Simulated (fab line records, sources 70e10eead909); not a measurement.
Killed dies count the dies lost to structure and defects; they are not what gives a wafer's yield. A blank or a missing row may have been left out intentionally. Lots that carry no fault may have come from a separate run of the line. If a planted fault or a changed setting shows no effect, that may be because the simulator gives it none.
One fault seen from 2 desks | flow nand harc | only its own numbers are on each desk; what lay behind them is given at the end

## THE TOOL OWNER'S DESK: pecvd onon-02
The tool's own readings at NHARC_A_ONON_D2_DEP_03 (target thk 1000 nm): means of the sampled wafers that have a number, for each lot that ran on this tool. If a lot's mean is further than 4 standard deviations from the usual mean, the lot is out of limits and carries the mark OUT (the distance appears in the brackets).
Columns: A = n2o flow sccm at NHARC_A_ONON_D2_DEP_03, usual 2000 sccm; B = nh3 flow sccm at NHARC_A_ONON_D2_DEP_03, usual 500.0 sccm; C = susceptor temp C at NHARC_A_ONON_D2_DEP_03, usual 400.01 C
lot  | first seen here | A    | B     | C
L266 | day 12 14:44    | 2005 | 500.5 | 400.13
L269 | day 14 03:02    | 2001 | 501.0 | 400.02
L275 | day 16 21:58    | 2006 | 499.6 | 400.04
L278 | day 17 13:49    | 1998 | 501.6 | 400.02
L283 | day 20 03:44    | 2000 | 498.5 | 400.14
L287 | day 21 08:19    | 1991 | 500.0 | 400.01
L288 | day 21 18:35    | 1997 | 500.0 | 400.15
Finding of this desk: none of the 7 lots has anything out of limits.

## AT THE METROLOGY DESK
What the gauges read for every lot (on any tool): the sampled wafers with a number, averaged. If a lot's mean is further than 4 standard deviations from the usual mean, the lot is out of limits and carries the mark OUT (the distance appears in the brackets).
Columns: A = thk nm at NHARC_A_ONON_D2_THK_MEAS_05, usual 1001 nm
lot  | first seen here | A
L266 | day 12 15:11    | 997
L267 | day 13 10:11    | 1031
L268 | day 13 15:59    | 1009
L269 | day 14 03:26    | 1007
L273 | day 16 00:44    | 1017
L275 | day 16 22:28    | 993
L276 | day 16 22:29    | 996
L278 | day 17 14:16    | 995
L280 | day 18 16:21    | 985
L283 | day 20 04:12    | 1040
L287 | day 21 08:52    | 1030
L288 | day 21 19:06    | 1005
Finding of this desk: none of the 12 lots has anything out of limits.

## ALL TOGETHER
Nothing out of limits was seen by the tool owner's desk.
The metrology desk saw nothing out of limits.

## WHAT THE SIMULATOR PUT IN
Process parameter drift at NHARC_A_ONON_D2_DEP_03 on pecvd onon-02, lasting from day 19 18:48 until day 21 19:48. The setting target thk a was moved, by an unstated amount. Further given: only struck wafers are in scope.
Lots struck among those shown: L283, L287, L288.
